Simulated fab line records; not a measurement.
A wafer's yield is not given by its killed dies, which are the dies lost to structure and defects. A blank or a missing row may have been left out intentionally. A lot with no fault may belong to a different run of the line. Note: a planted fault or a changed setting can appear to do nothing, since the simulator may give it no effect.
Split-lot study / flow n5_finfet / 39 wafers read across 7 lots, on a route 1938 steps long

== THE SPLIT ITSELF ==
At N5_BEOL_M11_ILD_DEP_00 (deposits SiCOH lowk from DEMS/porogen, target thk 308.51 nm, time 58 s), the setting time_s was moved away from the recipe's 58 s on 15 of the 39 wafers read, by -50.6% to +51.3%. All remaining wafers had this setting at the recipe value.

== FROM THE SPLIT ON TO THE READING: in between, the file shows 1 step ==
- N5_BEOL_M11_CURE_71: cures SiCOH lowk, time 240 s

== THE READING ==
M11_ILD_THK in nanometres, read at N5_BEOL_M11_THK_MEAS_01. Fault-free wafers of this fab line usually give 269 nm, standard deviation 3 nm.

wafer=L075.1; tool, chamber at the split=pecvd-02, 2; time_s as run, s=81.21; against the recipe=+40.0%; M11_ILD_THK, nm=373; against lot-mates on the recipe=+107
wafer=L075.2; tool, chamber at the split=pecvd-02, 1; time_s as run, s=58; against the recipe=recipe; M11_ILD_THK, nm=263; against lot-mates on the recipe=-
wafer=L075.3; tool, chamber at the split=pecvd-02, 0; time_s as run, s=58; against the recipe=recipe; M11_ILD_THK, nm=266; against lot-mates on the recipe=-
wafer=L075.4; tool, chamber at the split=pecvd-02, 1; time_s as run, s=81.21; against the recipe=+40.0%; M11_ILD_THK, nm=381; against lot-mates on the recipe=+115
wafer=L075.5; tool, chamber at the split=pecvd-02, 0; time_s as run, s=58; against the recipe=recipe; M11_ILD_THK, nm=270; against lot-mates on the recipe=-
wafer=L075.6; tool, chamber at the split=pecvd-02, 2; time_s as run, s=81.21; against the recipe=+40.0%; M11_ILD_THK, nm=379; against lot-mates on the recipe=+113
wafer=L083.1; tool, chamber at the split=pecvd-03, 2; time_s as run, s=58; against the recipe=recipe; M11_ILD_THK, nm=271; against lot-mates on the recipe=-
wafer=L083.2; tool, chamber at the split=pecvd-03, 0; time_s as run, s=58; against the recipe=recipe; M11_ILD_THK, nm=270; against lot-mates on the recipe=-
wafer=L083.3; tool, chamber at the split=pecvd-03, 1; time_s as run, s=58; against the recipe=recipe; M11_ILD_THK, nm=270; against lot-mates on the recipe=-
wafer=L083.4; tool, chamber at the split=pecvd-03, 0; time_s as run, s=58; against the recipe=recipe; M11_ILD_THK, nm=275; against lot-mates on the recipe=-
wafer=L083.5; tool, chamber at the split=pecvd-03, 2; time_s as run, s=58; against the recipe=recipe; M11_ILD_THK, nm=276; against lot-mates on the recipe=-
wafer=L083.6; tool, chamber at the split=pecvd-03, 1; time_s as run, s=58; against the recipe=recipe; M11_ILD_THK, nm=279; against lot-mates on the recipe=-
wafer=L081.1; tool, chamber at the split=pecvd-01, 2; time_s as run, s=58; against the recipe=recipe; M11_ILD_THK, nm=262; against lot-mates on the recipe=-
wafer=L081.2; tool, chamber at the split=pecvd-01, 0; time_s as run, s=58; against the recipe=recipe; M11_ILD_THK, nm=266; against lot-mates on the recipe=-
wafer=L081.3; tool, chamber at the split=pecvd-01, 1; time_s as run, s=87.77; against the recipe=+51.3%; M11_ILD_THK, nm=404; against lot-mates on the recipe=+139
wafer=L081.4; tool, chamber at the split=pecvd-01, 0; time_s as run, s=87.77; against the recipe=+51.3%; M11_ILD_THK, nm=406; against lot-mates on the recipe=+141
wafer=L081.5; tool, chamber at the split=pecvd-01, 2; time_s as run, s=58; against the recipe=recipe; M11_ILD_THK, nm=268; against lot-mates on the recipe=-
wafer=L081.6; tool, chamber at the split=pecvd-01, 1; time_s as run, s=87.77; against the recipe=+51.3%; M11_ILD_THK, nm=408; against lot-mates on the recipe=+143
wafer=L087.3; tool, chamber at the split=pecvd-01, 2; time_s as run, s=58; against the recipe=recipe; M11_ILD_THK, nm=262; against lot-mates on the recipe=-
wafer=L087.4; tool, chamber at the split=pecvd-01, 0; time_s as run, s=58; against the recipe=recipe; M11_ILD_THK, nm=271; against lot-mates on the recipe=-
wafer=L087.5; tool, chamber at the split=pecvd-01, 1; time_s as run, s=58; against the recipe=recipe; M11_ILD_THK, nm=272; against lot-mates on the recipe=-
wafer=L088.1; tool, chamber at the split=pecvd-03, 2; time_s as run, s=28.66; against the recipe=-50.6%; M11_ILD_THK, nm=130; against lot-mates on the recipe=-137
wafer=L088.2; tool, chamber at the split=pecvd-03, 0; time_s as run, s=58; against the recipe=recipe; M11_ILD_THK, nm=264; against lot-mates on the recipe=-
wafer=L088.3; tool, chamber at the split=pecvd-03, 2; time_s as run, s=58; against the recipe=recipe; M11_ILD_THK, nm=270; against lot-mates on the recipe=-
wafer=L088.4; tool, chamber at the split=pecvd-03, 0; time_s as run, s=28.66; against the recipe=-50.6%; M11_ILD_THK, nm=132; against lot-mates on the recipe=-135
wafer=L088.5; tool, chamber at the split=pecvd-03, 0; time_s as run, s=28.66; against the recipe=-50.6%; M11_ILD_THK, nm=129; against lot-mates on the recipe=-138
wafer=L088.6; tool, chamber at the split=pecvd-03, 2; time_s as run, s=58; against the recipe=recipe; M11_ILD_THK, nm=268; against lot-mates on the recipe=-
wafer=L089.1; tool, chamber at the split=pecvd-03, 0; time_s as run, s=58; against the recipe=recipe; M11_ILD_THK, nm=263; against lot-mates on the recipe=-
wafer=L089.2; tool, chamber at the split=pecvd-03, 2; time_s as run, s=58; against the recipe=recipe; M11_ILD_THK, nm=267; against lot-mates on the recipe=-
wafer=L089.3; tool, chamber at the split=pecvd-03, 2; time_s as run, s=85.93; against the recipe=+48.2%; M11_ILD_THK, nm=401; against lot-mates on the recipe=+135
wafer=L089.4; tool, chamber at the split=pecvd-03, 0; time_s as run, s=85.93; against the recipe=+48.2%; M11_ILD_THK, nm=399; against lot-mates on the recipe=+133
wafer=L089.5; tool, chamber at the split=pecvd-03, 2; time_s as run, s=58; against the recipe=recipe; M11_ILD_THK, nm=267; against lot-mates on the recipe=-
wafer=L089.6; tool, chamber at the split=pecvd-03, 0; time_s as run, s=85.93; against the recipe=+48.2%; M11_ILD_THK, nm=400; against lot-mates on the recipe=+134
wafer=L096.1; tool, chamber at the split=pecvd-02, 1; time_s as run, s=40.64; against the recipe=-29.9%; M11_ILD_THK, nm=189; against lot-mates on the recipe=-79
wafer=L096.2; tool, chamber at the split=pecvd-02, 0,2; time_s as run, s=58; against the recipe=recipe; M11_ILD_THK, nm=267; against lot-mates on the recipe=-
wafer=L096.3; tool, chamber at the split=pecvd-02, 0,2; time_s as run, s=58; against the recipe=recipe; M11_ILD_THK, nm=267; against lot-mates on the recipe=-
wafer=L096.4; tool, chamber at the split=pecvd-02, 0; time_s as run, s=58; against the recipe=recipe; M11_ILD_THK, nm=271; against lot-mates on the recipe=-
wafer=L096.5; tool, chamber at the split=pecvd-02, 1; time_s as run, s=40.64; against the recipe=-29.9%; M11_ILD_THK, nm=190; against lot-mates on the recipe=-78
wafer=L096.6; tool, chamber at the split=pecvd-02, 2; time_s as run, s=40.64; against the recipe=-29.9%; M11_ILD_THK, nm=186; against lot-mates on the recipe=-82
If several chambers appear in one row, that row covers several wafers at once and the file leaves open which wafer was in which chamber.

THE FIT
A straight line over all 39 wafers: M11_ILD_THK changes by +2.71 nm for each +1% of time_s; r = +1.00; the points scatter about the line by 3.7 nm.
The same after taking each lot's own level away (the mean of its wafers on the recipe; 39 wafers): +2.74 nm for each +1%; r = +1.00; scatter 2.9 nm.
According to that fit, moving time_s by its largest amount changes the reading by 1.4e+02 nm.
Across the lots, their own levels run from 265.3 to 273.5 nm, a range of 2.7 times the standard deviation given above.
The two slopes agree, so the slope changes little with the lot-to-lot level.
Check: with one of the wafers moved furthest among these (+51.3%) left out of the fit, the line predicts +142 nm for it against its lot-mates. Against them it came out at +139 nm.

== THE OTHER SPLITS THESE WAFERS WENT THROUGH ==
Note: prior to the reading, these wafers also went through further splits. Each is held against what the fit with the lots' levels taken away leaves over:
other split on the same wafers=N5_BEOL_M8_DEVELOP_10 develop_time_s; wafers away from the commonest value=18; r with M11_ILD_THK (lot level and that fit taken away)=-0.18

== THE WHOLE CHAIN: every reading that the file lists as answering this split, in the file's order ==
step=N5_BEOL_M11_ILD_DEP_00; what it does=deposits SiCOH lowk from DEMS/porogen, target thk 308.51 nm, time 58 s; reading=SiCOH_lowk_of_BEOL_M11_ILD_DEP_00.thk_nm (the simulator's own value, which no gauge read); change (the file's fit)=+3.1 nm for each +1% of the setting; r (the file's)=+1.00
step=N5_BEOL_M11_CURE_71; what it does=cures SiCOH lowk, time 240 s; reading=SiCOH_lowk_of_BEOL_M11_ILD_DEP_00.thk_nm (the simulator's own value, which no gauge read); change (the file's fit)=+2.74 nm for each +1% of the setting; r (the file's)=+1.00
step=N5_BEOL_M11_THK_MEAS_01; what it does=; reading=M11_ILD_THK; change (the file's fit)=+2.74 for each +1% of the setting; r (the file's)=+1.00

== FILE'S OWN FIT ==
M11_ILD_THK changes by +2.74 nm for each +1% of time_s, r = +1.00.
